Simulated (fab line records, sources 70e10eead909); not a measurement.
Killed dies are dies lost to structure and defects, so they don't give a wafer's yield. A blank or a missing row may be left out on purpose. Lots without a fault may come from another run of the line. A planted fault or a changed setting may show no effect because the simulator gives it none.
A sampling plan put to the test | flow nand_harc | one fab line, 32 faults that these records tell of, each judged on the records of the lots that it struck; 1 more is left out, because the records don't allow judging it
The plan is the line's own looks: the steps of the route at which a gauge or an inspection reads the wafer and doesn't change it. A look can be judged if struck wafers have a number there and the file gives its usual mean and standard deviation on fault-free wafers. Caught: at a look after the fault's first step, the mean of the struck wafers lies 4 or more of those standard deviations (sigma) from the usual mean. On the tool: the same test on the tool's own readings at the fault's steps. Another recipe on the struck wafers, or a record that is blank for them alone, also counts as caught.

THE FAULTS, as the simulator had put them in
1. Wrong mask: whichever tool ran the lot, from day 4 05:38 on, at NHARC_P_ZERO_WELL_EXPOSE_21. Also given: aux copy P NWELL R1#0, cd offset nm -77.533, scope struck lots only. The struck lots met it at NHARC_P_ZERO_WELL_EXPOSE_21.
2. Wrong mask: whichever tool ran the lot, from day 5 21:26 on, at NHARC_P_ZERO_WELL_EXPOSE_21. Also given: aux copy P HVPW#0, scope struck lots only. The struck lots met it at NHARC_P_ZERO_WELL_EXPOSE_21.
3. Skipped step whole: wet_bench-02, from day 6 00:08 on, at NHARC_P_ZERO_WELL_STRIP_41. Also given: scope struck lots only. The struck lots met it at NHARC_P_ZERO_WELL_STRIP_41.
4. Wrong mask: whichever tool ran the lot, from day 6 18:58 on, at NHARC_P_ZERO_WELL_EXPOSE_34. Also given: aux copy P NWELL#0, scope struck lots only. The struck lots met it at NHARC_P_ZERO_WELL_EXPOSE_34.
5. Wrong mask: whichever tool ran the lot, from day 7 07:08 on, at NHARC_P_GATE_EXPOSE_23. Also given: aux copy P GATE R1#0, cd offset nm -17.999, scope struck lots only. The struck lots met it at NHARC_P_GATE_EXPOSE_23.
6. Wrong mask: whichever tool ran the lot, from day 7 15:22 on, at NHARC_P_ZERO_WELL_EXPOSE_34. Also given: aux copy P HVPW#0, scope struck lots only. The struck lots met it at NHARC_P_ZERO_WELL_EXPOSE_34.
7. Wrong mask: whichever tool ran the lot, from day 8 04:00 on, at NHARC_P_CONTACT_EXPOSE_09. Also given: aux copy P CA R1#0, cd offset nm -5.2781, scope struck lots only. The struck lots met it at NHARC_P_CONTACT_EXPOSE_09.
8. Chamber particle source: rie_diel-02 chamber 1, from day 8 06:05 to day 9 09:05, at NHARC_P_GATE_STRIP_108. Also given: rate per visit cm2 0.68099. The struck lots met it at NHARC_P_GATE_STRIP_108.
9. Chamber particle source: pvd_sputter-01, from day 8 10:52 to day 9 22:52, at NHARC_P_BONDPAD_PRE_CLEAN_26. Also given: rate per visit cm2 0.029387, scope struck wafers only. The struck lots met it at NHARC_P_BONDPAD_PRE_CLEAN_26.
10. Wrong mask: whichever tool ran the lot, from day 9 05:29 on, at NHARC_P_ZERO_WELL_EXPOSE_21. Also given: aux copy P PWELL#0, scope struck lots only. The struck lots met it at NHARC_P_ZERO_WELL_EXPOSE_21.
11. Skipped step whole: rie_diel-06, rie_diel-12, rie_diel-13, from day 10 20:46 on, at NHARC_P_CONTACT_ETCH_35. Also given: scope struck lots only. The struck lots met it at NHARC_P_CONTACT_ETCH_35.
12. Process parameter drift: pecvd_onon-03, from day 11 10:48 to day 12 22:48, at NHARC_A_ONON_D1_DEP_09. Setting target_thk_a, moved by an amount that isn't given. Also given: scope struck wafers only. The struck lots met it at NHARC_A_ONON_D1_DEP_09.
13. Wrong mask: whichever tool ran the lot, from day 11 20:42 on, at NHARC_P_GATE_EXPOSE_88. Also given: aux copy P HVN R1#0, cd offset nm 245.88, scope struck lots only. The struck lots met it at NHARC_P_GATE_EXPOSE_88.
14. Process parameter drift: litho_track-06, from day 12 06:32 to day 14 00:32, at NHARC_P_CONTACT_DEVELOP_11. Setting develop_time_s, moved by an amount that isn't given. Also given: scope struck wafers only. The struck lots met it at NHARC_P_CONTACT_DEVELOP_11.
15. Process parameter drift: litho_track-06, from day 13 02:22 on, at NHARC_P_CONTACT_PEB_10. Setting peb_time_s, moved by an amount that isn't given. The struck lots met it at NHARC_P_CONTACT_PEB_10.
16. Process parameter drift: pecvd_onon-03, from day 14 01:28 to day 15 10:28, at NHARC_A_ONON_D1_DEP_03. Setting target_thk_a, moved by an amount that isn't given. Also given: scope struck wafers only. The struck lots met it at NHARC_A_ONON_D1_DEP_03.
17. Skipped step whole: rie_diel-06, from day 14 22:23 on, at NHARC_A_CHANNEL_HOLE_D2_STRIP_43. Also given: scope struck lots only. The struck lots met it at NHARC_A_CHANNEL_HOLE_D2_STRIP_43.
18. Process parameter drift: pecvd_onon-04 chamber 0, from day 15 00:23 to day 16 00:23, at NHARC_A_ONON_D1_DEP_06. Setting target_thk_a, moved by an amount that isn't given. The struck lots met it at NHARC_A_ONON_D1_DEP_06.
19. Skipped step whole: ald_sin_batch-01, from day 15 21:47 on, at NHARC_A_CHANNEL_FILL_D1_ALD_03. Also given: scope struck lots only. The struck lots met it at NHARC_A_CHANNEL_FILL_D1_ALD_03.
20. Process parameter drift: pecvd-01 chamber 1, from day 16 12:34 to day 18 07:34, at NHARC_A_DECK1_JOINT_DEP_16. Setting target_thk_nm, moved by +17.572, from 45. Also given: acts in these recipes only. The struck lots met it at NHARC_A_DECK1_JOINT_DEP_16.
21. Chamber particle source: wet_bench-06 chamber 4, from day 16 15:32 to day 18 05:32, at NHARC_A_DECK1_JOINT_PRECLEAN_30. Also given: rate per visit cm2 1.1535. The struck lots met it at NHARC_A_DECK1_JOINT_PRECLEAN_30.
22. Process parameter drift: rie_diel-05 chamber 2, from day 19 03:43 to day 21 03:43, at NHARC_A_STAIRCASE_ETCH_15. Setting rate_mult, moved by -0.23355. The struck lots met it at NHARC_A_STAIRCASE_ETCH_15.
23. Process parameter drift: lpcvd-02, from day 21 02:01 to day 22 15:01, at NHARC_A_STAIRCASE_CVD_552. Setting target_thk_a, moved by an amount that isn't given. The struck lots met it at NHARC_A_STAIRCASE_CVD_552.
24. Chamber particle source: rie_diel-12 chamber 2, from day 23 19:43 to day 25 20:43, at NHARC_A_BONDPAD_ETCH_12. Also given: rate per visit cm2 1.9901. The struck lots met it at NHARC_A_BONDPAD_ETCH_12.
25. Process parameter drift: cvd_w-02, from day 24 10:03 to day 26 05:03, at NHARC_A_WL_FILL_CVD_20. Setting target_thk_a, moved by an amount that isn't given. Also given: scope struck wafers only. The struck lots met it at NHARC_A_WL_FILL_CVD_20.
26. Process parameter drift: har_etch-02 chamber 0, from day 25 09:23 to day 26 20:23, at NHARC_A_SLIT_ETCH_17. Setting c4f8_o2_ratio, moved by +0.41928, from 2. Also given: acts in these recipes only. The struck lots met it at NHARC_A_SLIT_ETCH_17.
27. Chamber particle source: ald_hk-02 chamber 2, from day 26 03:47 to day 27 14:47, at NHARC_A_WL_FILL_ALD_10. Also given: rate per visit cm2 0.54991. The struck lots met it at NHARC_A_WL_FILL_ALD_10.
28. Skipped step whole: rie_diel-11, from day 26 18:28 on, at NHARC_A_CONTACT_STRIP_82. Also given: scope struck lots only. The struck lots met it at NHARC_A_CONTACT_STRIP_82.
29. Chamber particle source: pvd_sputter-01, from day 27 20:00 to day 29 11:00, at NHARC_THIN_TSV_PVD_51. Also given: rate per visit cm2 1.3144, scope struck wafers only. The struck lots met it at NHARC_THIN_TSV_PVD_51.
30. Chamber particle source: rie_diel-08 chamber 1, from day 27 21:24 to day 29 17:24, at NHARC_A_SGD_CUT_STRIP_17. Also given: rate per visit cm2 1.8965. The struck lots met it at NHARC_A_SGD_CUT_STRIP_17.
31. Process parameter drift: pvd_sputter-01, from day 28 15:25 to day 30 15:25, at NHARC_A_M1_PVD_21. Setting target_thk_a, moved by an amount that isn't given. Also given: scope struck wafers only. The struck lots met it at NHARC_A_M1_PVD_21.
32. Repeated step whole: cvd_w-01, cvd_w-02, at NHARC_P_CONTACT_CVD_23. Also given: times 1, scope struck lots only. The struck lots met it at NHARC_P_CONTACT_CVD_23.

WHAT THE PLAN SAW
fault | on the tool itself                               | first look that catches it                      | reading, sigma                                        | median hours from its first step to that look | hours from the fault's start to the first struck lot there | judged looks passed uncaught
1     | under 2 sigma                                    | NHARC_P_ZERO_WELL_CD_MEAS_24                    | cd_nm -37                                             | 0.2                                           | 5                                                          | 0
2     | under 2 sigma                                    | NHARC_END_SORT_01                               | killed_at_periphery +99 or beyond                     | 542.3                                         | 545                                                        | 0
3     | the tool's record is blank for the struck wafers | NHARC_END_SORT_01                               | killed_at_periphery +99 or beyond                     | 543.7                                         | 542                                                        | 0
4     | under 2 sigma                                    | NHARC_END_SORT_01                               | killed_at_periphery +99 or beyond                     | 544.3                                         | 548                                                        | 0
5     | no reading that can be judged                    | NHARC_P_GATE_CD_MEAS_26                         | cd_nm -23                                             | 0.1                                           | 8                                                          | 0
6     | under 2 sigma                                    | NHARC_END_SORT_01                               | killed_at_periphery +99 or beyond                     | 578.4                                         | 582                                                        | 0
7     | no reading that can be judged                    | NHARC_P_CONTACT_CD_MEAS_12                      | cd_nm -7.6                                            | 0.1                                           | 8                                                          | 0
8     | under 2 sigma                                    | NHARC_P_GATE_INSPECT_68                         | raw_defect_count +6.7                                 | 17.7                                          | 34                                                         | 0
9     | under 2 sigma                                    | NHARC_END_SORT_01                               | killed_at_periphery +7.1                              | 436.1                                         | 440                                                        | 1
10    | no reading that can be judged                    | not the one look that can be judged after it    | -                                                     | -                                             | -                                                          | 1
11    | the tool's record is blank for the struck wafers | NHARC_END_SORT_01                               | killed_at_periphery +99 or beyond                     | 450.8                                         | 450                                                        | 0
12    | under 2 sigma                                    | NHARC_A_ONON_D1_THK_MEAS_11                     | thk_nm -6.9                                           | 0.4                                           | 5                                                          | 0
13    | under 2 sigma                                    | NHARC_P_GATE_CD_MEAS_91                         | cd_nm +99 or beyond                                   | 0.1                                           | 0                                                          | 0
14    | under 2 sigma                                    | none of the 2 looks that can be judged after it | strongest: cd_nm at NHARC_P_CONTACT_CD_MEAS_12, +3.5  | -                                             | -                                                          | 2
15    | no reading that can be judged                    | NHARC_P_CONTACT_CD_MEAS_12                      | cd_nm +27                                             | 0.1                                           | 28                                                         | 0
16    | no reading that can be judged                    | NHARC_A_ONON_D1_THK_MEAS_05                     | thk_nm +22                                            | 0.3                                           | 0                                                          | 0
17    | no reading that can be judged                    | NHARC_END_SORT_01                               | killed_at_array +36                                   | 262.9                                         | 260                                                        | 0
18    | under 2 sigma                                    | NHARC_A_ONON_D1_THK_MEAS_08                     | thk_nm +57                                            | 0.5                                           | 5                                                          | 0
19    | the tool's record is blank for the struck wafers | NHARC_END_SORT_01                               | killed_dies +36                                       | 373.7                                         | 374                                                        | 0
20    | under 2 sigma                                    | NHARC_A_DECK1_JOINT_THK_MEAS_17                 | thk_nm +13                                            | 0.2                                           | 8                                                          | 0
21    | no reading that can be judged                    | NHARC_END_SORT_01                               | killed_dies +5.2                                      | 322.5                                         | 358                                                        | 2
22    | oes_product_au -7.9 sigma                        | NHARC_END_SORT_01                               | killed_dies +11                                       | 209.1                                         | 247                                                        | 0
23    | under 2 sigma                                    | NHARC_END_SORT_01                               | killed_at_array +36                                   | 169.7                                         | 180                                                        | 0
24    | under 2 sigma                                    | NHARC_END_SORT_01                               | killed_at_array +6.0                                  | 32.2                                          | 30                                                         | 0
25    | under 2 sigma                                    | no look after it can be judged                  | -                                                     | -                                             | -                                                          | 0
26    | under 2 sigma                                    | not the one look that can be judged after it    | -                                                     | -                                             | -                                                          | 1
27    | under 2 sigma                                    | none of the 2 looks that can be judged after it | strongest: killed_at_array at NHARC_END_SORT_01, +3.9 | -                                             | -                                                          | 2
28    | the tool's record is blank for the struck wafers | NHARC_END_SORT_01                               | killed_dies +36                                       | 55.0                                          | 63                                                         | 0
29    | under 2 sigma                                    | NHARC_END_SORT_01                               | killed_at_other +36                                   | 13.4                                          | 43                                                         | 1
30    | only faintly: oes_product_au -2.5 sigma          | none of the 2 looks that can be judged after it | strongest: killed_at_array at NHARC_END_SORT_01, +3.5 | -                                             | -                                                          | 2
31    | under 2 sigma                                    | NHARC_END_SORT_01                               | defect_limited_yield -36                              | 51.1                                          | 80                                                         | 0
32    | under 2 sigma                                    | none of the 2 looks that can be judged after it | -                                                     | -                                             | -                                                          | 2
A dash: the fault isn't caught, or these records don't give the number.

Caught at a look: 25 of 32. Caught on the tool: 5 of 32. By one or the other: 25 of 32.
Caught at a look alone: faults 1, 2, 4, 5, 6, 7, 8, 9, 12, 13, 15, 16, 17, 18, 20, 21, 23, 24, 29, 31.
Caught by neither: faults 10, 14, 25, 26, 27, 30, 32.

THINNER SAMPLING
If the look that catches a fault measured only every second or every third lot, by lot number, the first struck lot would be measured this late in the worst case:
fault | struck lots at that look, in order of time | every lot | every second lot | every third lot
1     | L327                                       | 5 h       | may miss it      | may miss it
2     | L191                                       | 545 h     | may miss it      | may miss it
3     | L684, L685                                 | 542 h     | 562 h            | may miss all 2
4     | L981                                       | 548 h     | may miss it      | may miss it
5     | L593                                       | 8 h       | may miss it      | may miss it
6     | L883                                       | 582 h     | may miss it      | may miss it
7     | L600                                       | 8 h       | may miss it      | may miss it
8     | L448                                       | 34 h      | may miss it      | may miss it
9     | L844, L846, L845                           | 440 h     | 457 h            | 457 h
11    | L992, L993, L994                           | 450 h     | 474 h            | 505 h
12    | L571, L573                                 | 5 h       | may miss all 2   | may miss all 2
13    | L272                                       | 0 h       | may miss it      | may miss it
15    | L771, L772                                 | 28 h      | 49 h             | may miss all 2
16    | L855, L856                                 | 0 h       | 1 h              | may miss all 2
17    | L618, L619                                 | 260 h     | 284 h            | may miss all 2
18    | L878, L879                                 | 5 h       | 18 h             | may miss all 2
19    | L417, L416                                 | 374 h     | 386 h            | may miss all 2
20    | L176, L177                                 | 8 h       | 25 h             | may miss all 2
21    | L117                                       | 358 h     | may miss it      | may miss it
22    | L419                                       | 247 h     | may miss it      | may miss it
23    | L439, L438                                 | 180 h     | 186 h            | may miss all 2
24    | L464, L466, L465                           | 30 h      | 49 h             | 49 h
28    | L453, L454                                 | 63 h      | 68 h             | may miss all 2
29    | L375                                       | 43 h      | may miss it      | may miss it
31    | L496                                       | 80 h      | may miss it      | may miss it
Hours are from the fault's start to the first struck lot that is measured. The limit of 4 sigma was tested on all struck wafers together, so one lot alone may lie under it. Other struck lots may not be in these records.

THE LONGEST TIMED WAY FROM STEP TO LOOK
Fault 6: a median of 578.4 hours passes between NHARC_P_ZERO_WELL_EXPOSE_34 and NHARC_END_SORT_01. No look between them can be judged.
